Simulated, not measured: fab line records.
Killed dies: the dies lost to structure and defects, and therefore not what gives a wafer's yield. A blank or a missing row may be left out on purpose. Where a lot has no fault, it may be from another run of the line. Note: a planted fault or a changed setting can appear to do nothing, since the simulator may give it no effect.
One fault through the eyes of 3 desks | flow n5-finfet | what lay behind the numbers comes last; until then each desk has only its own

FOR THE TOOL OWNER'S DESK: rie-diel-06
The tool's own readings at N5_MOL_CONTACT_COAG_ETCH_48 (etches SiOC in C4F6/O2, target depth 15 nm, overetch 4.5 nm, time 17 s): means of the sampled wafers that have a number, for each lot that ran on this tool. The brackets show how far a lot's mean lies from the usual mean; more than 4 standard deviations puts the lot out of limits, marked OUT.
Columns: A = drypump-motor-current-A at N5_MOL_CONTACT_COAG_ETCH_48, usual 5.7 A; B = oes-product-au at N5_MOL_CONTACT_COAG_ETCH_48, usual 0.64 a.u.; C = rf-vpp-V at N5_MOL_CONTACT_COAG_ETCH_48, usual 1602 V; D = showerhead-plenum-p-Torr at N5_MOL_CONTACT_COAG_ETCH_48, usual 2.82 Torr; E = throttle-valve-pct at N5_MOL_CONTACT_COAG_ETCH_48, usual 40.8 %
lot  | first seen here | A   | B    | C    | D    | E
L353 | day 5 10:02     | 5.4 | 0.64 | 1592 | 2.71 | 40.5
L354 | day 5 14:16     | 5.1 | 0.63 | 1617 | 2.80 | 40.9
L355 | day 5 15:38     | 5.1 | 0.64 | 1616 | 2.80 | 40.9
L356 | day 5 23:41     | 5.3 | 0.61 | 1578 | 2.72 | 40.0
L358 | day 6 08:49     | 5.4 | 0.66 | 1592 | 2.71 | 40.5
L361 | day 7 14:02     | 5.3 | 0.62 | 1580 | 2.81 | 41.0
This desk found nothing out of limits on any of the 6 lots.

THE DEFECT DESK
Inspection counts along the route, by lot: the mean over sampled wafers that carry a number. The brackets show how far a lot's mean lies from the usual mean; more than 4 standard deviations puts the lot out of limits, marked OUT.
Columns: A = raw-defect-count at N5_BEOL_M15_INSPECT_55, usual 68
lot  | first seen here | A
L353 | day 11 19:12    | 80
L355 | day 12 03:49    | 49
L354 | day 12 03:56    | 108
L356 | day 12 07:58    | 62
L358 | day 13 07:13    | 74
L361 | day 15 05:49    | 52
L370 | day 16 16:35    | 88
L373 | day 17 04:13    | 65
L375 | day 17 18:44    | 39
L371 | day 18 02:10    | 65
This desk found nothing out of limits on any of the 10 lots.

THE METROLOGY DESK
What the gauges read for every lot (on any tool): the sampled wafers with a number, averaged. The brackets show how far a lot's mean lies from the usual mean; more than 4 standard deviations puts the lot out of limits, marked OUT. Only the readings that lie furthest out on some lot appear, 7 of the 10 it has.
Columns: A = DIBL_N at N5_BEOL_M4_RC_MEAS_101, usual 36.3 mV/V; B = DIBL_P at N5_BEOL_M4_RC_MEAS_101, usual 36.3 mV/V; C = IOFF_N at N5_BEOL_M4_RC_MEAS_101, usual 0.16 nA/um; D = IOFF_P at N5_BEOL_M4_RC_MEAS_101, usual 0.21 nA/um; E = SS_N at N5_BEOL_M4_RC_MEAS_101, usual 71.6 mV/dec; F = SS_P at N5_BEOL_M4_RC_MEAS_101, usual 73.3 mV/dec; G = VT_N at N5_BEOL_M4_RC_MEAS_101, usual 250 mV
lot  | first seen here | A    | B    | C    | D    | E    | F    | G
L353 | day 8 00:26     | 36.3 | 34.9 | 0.14 | 0.20 | 71.6 | 72.7 | 251
L354 | day 8 03:04     | 35.4 | 35.4 | 0.14 | 0.20 | 71.6 | 72.9 | 252
L355 | day 8 07:41     | 32.4 | 31.6 | 0.10 | 0.15 | 70.0 | 72.0 | 257
L356 | day 8 16:58     | 33.8 | 32.7 | 0.12 | 0.15 | 70.9 | 72.9 | 254
L358 | day 9 05:11     | 37.0 | 35.9 | 0.17 | 0.19 | 72.2 | 73.8 | 251
L361 | day 11 13:51    | 34.7 | 33.7 | 0.13 | 0.20 | 71.6 | 72.2 | 251
L370 | day 13 05:17    | 38.8 | 38.9 | 0.19 | 0.24 | 72.6 | 73.6 | 248
L373 | day 13 08:12    | 35.0 | 34.7 | 0.16 | 0.18 | 71.4 | 72.9 | 248
L375 | day 14 01:46    | 35.0 | 33.9 | 0.14 | 0.17 | 71.1 | 72.8 | 253
L371 | day 14 07:01    | 36.8 | 37.4 | 0.20 | 0.23 | 71.8 | 74.1 | 247
This desk found nothing out of limits on any of the 10 lots.

PUT TOGETHER
The desk of the tool owner found nothing out of limits.
Nothing out of limits was seen by the defect desk.
From the metrology desk's view, nothing was out of limits.

WHAT WAS PUT IN BY THE SIMULATOR
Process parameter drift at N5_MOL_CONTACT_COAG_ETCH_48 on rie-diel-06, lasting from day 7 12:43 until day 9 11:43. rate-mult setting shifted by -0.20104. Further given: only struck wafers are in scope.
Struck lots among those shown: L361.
